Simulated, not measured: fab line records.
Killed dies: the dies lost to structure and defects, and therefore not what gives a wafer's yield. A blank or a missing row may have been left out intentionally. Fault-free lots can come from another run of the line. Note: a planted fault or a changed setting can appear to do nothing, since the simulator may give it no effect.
Chamber matching ; flow nand_harc ; NHARC_P_M0_CMP_23 on cmp-02: 4 sister chambers
The step polishes, t overpolish 20 s, target thk 117.54 nm. 8 wafers are shown with their chamber, then 9 later ones without.

EACH WAFER AND ITS CHAMBER
wafer;chamber;motor_current_A (A);time_to_endpoint_s (s)
L076.2;3;12.6;27.2
L084.6;3;12.4;27.6
L085.5;0;12.8;26.3
L089.1;0;13.2;26.8
L089.5;2;11.6;27.6
L090.2;2;12.1;26.5
L090.3;1;11.5;28.3
L090.6;1;11.6;26.1

WAFERS WITH NO CHAMBER GIVEN
wafer;motor_current_A (A);time_to_endpoint_s (s)
L092.1;12.9;27.0
L092.3;13.1;27.4
L092.5;12.7;28.7
L093.3;13.3;29.4
L093.5;12.4;29.8
L093.6;11.6;29.8
L095.3;11.5;28.5
L095.5;12.8;26.9
L095.6;13.2;27.7

WHICH CHAMBER EACH ONE RAN IN
wafer;from the rows above;in truth
L092.1;can't be placed: 0 or 3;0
L092.3;can't be placed: 0 or 3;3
L092.5;can't be placed: 3 or 0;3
L093.3;can't be placed: 0 or 3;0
L093.5;can't be placed: 3 or 2 or 0 or 1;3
L093.6;can't be placed: 1 or 2 or 3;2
L095.3;can't be placed: 1 or 2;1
L095.5;can't be placed: 0 or 3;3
L095.6;can't be placed: 0 or 3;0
0 of 9 placed correctly. Cannot be placed on the basis of these rows: 9; the candidates contain the true chamber in 9. 0 placed wrongly.
How it was worked out, from the rows above alone: a wafer's distance from a chamber is the root of the sum, over the readings, of the square of ((its reading less the chamber's mean) divided by the reading's scatter). If the next closest chamber is less than 2 further off than the closest, the wafer can't be placed; otherwise it belongs to the closest. The mean given for a chamber averages the wafers shown for that chamber. The scatter is the square root of a quotient: the sum, over the shown wafers, of each reading's squared deviation from its chamber's mean, divided by wafers minus chambers.
